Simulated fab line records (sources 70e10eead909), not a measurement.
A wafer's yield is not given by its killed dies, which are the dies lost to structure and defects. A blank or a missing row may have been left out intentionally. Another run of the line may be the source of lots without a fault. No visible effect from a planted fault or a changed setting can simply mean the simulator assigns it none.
Matching of chambers	flow nand-harc	rie-diel-13 running NHARC_A_STAIRCASE_DESCUM_270: 4 sister chambers
The step chemistry O2, time 3 s. 8 wafers are shown with their chamber, then 8 later ones without.

== WAFERS, EACH WITH ITS CHAMBER ==
wafer	chamber	showerhead-plenum-p-Torr (Torr)	throttle-valve-pct (%)
L080.1	1	1.81	11.308
L081.3	3	1.81	11.337
L081.5	0	2.06	11.313
L081.6	2	1.86	11.324
L083.2	3	1.81	11.331
L083.3	1	1.80	11.299
L083.4	0	2.06	11.327
L086.4	2	1.85	11.311

== WAFERS MISSING THEIR CHAMBER ==
wafer	showerhead-plenum-p-Torr (Torr)	throttle-valve-pct (%)
L086.5	1.85	11.305
L086.6	1.80	11.301
L091.1	1.80	11.314
L091.3	1.80	11.304
L091.5	1.80	11.305
L090.3	2.05	11.315
L090.4	1.80	11.308
L090.6	1.80	11.305

== WHICH CHAMBER EACH WENT THROUGH ==
wafer	from the rows above	in truth
L086.5	2	2
L086.6	1	1
L091.1	can't be placed: 1 or 3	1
L091.3	1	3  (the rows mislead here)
L091.5	1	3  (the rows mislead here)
L090.3	0	0
L090.4	1	1
L090.6	1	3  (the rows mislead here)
Correct placement for 4 of the 8. Not placeable from these rows: 1 (in 1, the candidates include the true chamber). 3 placed wrongly.
How it was worked out, from the rows above alone: a wafer's distance from a chamber is the root of the sum, over the readings, of the square of ((its reading less the chamber's mean) divided by the reading's scatter). The wafer belongs to the nearest chamber; if the next one is less than 2 further off, it can't be placed. For every chamber, the mean is computed from those of its wafers that are shown. The scatter is the square root of a quotient: the sum, over the shown wafers, of each reading's squared deviation from its chamber's mean, divided by wafers minus chambers.
